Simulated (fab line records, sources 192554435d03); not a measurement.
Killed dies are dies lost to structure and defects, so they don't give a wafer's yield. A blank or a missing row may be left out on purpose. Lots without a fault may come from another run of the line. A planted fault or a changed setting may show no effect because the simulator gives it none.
Chamber matching | flow n5_finfet | N5_WELL_APT_DESCUM_13 on rie_diel-06: 4 sister chambers
The step chemistry O2, time 7.9 s. 4 wafers are shown with their chamber, then 12 later ones without.

WAFERS WITH THEIR CHAMBER
wafer  | chamber | throttle_valve_pct (%)
L086.5 | 0       | 20.47
L087.1 | 2       | 20.58
L087.3 | 3       | 20.87
L087.6 | 1       | 20.26

WAFERS WITHOUT THEIR CHAMBER
wafer  | throttle_valve_pct (%)
L088.1 | 20.87
L088.5 | 20.27
L088.6 | 20.60
L094.1 | 20.51
L094.5 | 20.48
L094.6 | 20.59
L096.1 | 20.45
L096.2 | 20.50
L096.4 | 20.61
L097.2 | 19.85
L097.3 | 20.45
L097.5 | 19.88

WHICH CHAMBER EACH WENT THROUGH
wafer  | from the rows above               | in truth
L088.1 | can't be placed: 3 or 2           | 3
L088.5 | can't be placed: 1 or 0 or 2      | 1
L088.6 | can't be placed: 2 or 0 or 3 or 1 | 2
L094.1 | can't be placed: 0 or 2 or 1 or 3 | 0
L094.5 | can't be placed: 0 or 2 or 1      | 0
L094.6 | can't be placed: 2 or 0 or 3 or 1 | 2
L096.1 | can't be placed: 0 or 2 or 1      | 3
L096.2 | can't be placed: 0 or 2 or 1      | 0
L096.4 | can't be placed: 2 or 0 or 3 or 1 | 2
L097.2 | can't be placed: 1 or 0 or 2      | 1
L097.3 | can't be placed: 0 or 2 or 1      | 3
L097.5 | can't be placed: 1 or 0 or 2      | 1
Placed correctly: 0 of 12. Can't be placed from these rows: 12 (the true chamber is among the candidates in 10). Placed wrongly: 0.
How it was worked out, from the rows above alone: a wafer's distance from a chamber is the root of the sum, over the readings, of the square of ((its reading less the chamber's mean) divided by the reading's scatter). The wafer belongs to the nearest chamber; if the next one is less than 2 further off, it can't be placed. A chamber's mean is the mean of its shown wafers. The scatter: with one shown wafer a chamber, the root of the mean of the squares of how far each hidden wafer lies from its nearest shown one.
